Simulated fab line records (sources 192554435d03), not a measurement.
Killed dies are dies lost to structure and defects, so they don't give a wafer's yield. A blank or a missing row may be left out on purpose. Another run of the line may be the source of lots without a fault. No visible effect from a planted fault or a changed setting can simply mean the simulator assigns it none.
Chamber matching / flow n5_finfet / pecvd-04 running N5_BEOL_M8_ILD_DEP_00: 3 sister chambers
The step deposits SiCOH lowk from DEMS/porogen, target thk 179.75 nm, time 33.4 s. 3 wafers are shown with their chamber, then 12 later ones without.

## EACH WAFER AND ITS CHAMBER
wafer=L088.5; chamber=2; throttle_valve_pct (%)=14.2
wafer=L090.4; chamber=1; throttle_valve_pct (%)=13.6
wafer=L091.5; chamber=0; throttle_valve_pct (%)=13.1

## WAFERS WITHOUT THEIR CHAMBER
wafer=L092.1; throttle_valve_pct (%)=13.3
wafer=L092.2; throttle_valve_pct (%)=14.6
wafer=L092.3; throttle_valve_pct (%)=13.3
wafer=L094.1; throttle_valve_pct (%)=13.7
wafer=L094.5; throttle_valve_pct (%)=13.2
wafer=L094.6; throttle_valve_pct (%)=13.5
wafer=L093.2; throttle_valve_pct (%)=13.7
wafer=L093.4; throttle_valve_pct (%)=12.8
wafer=L093.6; throttle_valve_pct (%)=13.3
wafer=L097.3; throttle_valve_pct (%)=14.4
wafer=L097.5; throttle_valve_pct (%)=13.6
wafer=L097.6; throttle_valve_pct (%)=14.6

## EACH ONE'S CHAMBER
wafer=L092.1; from the rows above=can't be placed: 0 or 1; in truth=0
wafer=L092.2; from the rows above=2; in truth=2
wafer=L092.3; from the rows above=can't be placed: 0 or 1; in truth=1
wafer=L094.1; from the rows above=can't be placed: 1 or 2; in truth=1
wafer=L094.5; from the rows above=can't be placed: 0 or 1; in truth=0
wafer=L094.6; from the rows above=can't be placed: 1 or 0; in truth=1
wafer=L093.2; from the rows above=can't be placed: 1 or 2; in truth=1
wafer=L093.4; from the rows above=0; in truth=0
wafer=L093.6; from the rows above=can't be placed: 0 or 1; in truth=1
wafer=L097.3; from the rows above=2; in truth=2
wafer=L097.5; from the rows above=1; in truth=1
wafer=L097.6; from the rows above=2; in truth=2
Placed correctly: 5 of 12. From these rows, 7 cannot be placed; in 7 the true chamber is one of the candidates. Wrongly placed: 0.
How it was worked out, from the rows above alone: a wafer's distance from a chamber is the root of the sum, over the readings, of the square of ((its reading less the chamber's mean) divided by the reading's scatter). If the next closest chamber is less than 2 further off than the closest, the wafer can't be placed; otherwise it belongs to the closest. The mean given for a chamber averages the wafers shown for that chamber. The scatter: with one shown wafer a chamber, the root of the mean of the squares of how far each hidden wafer lies from its nearest shown one.
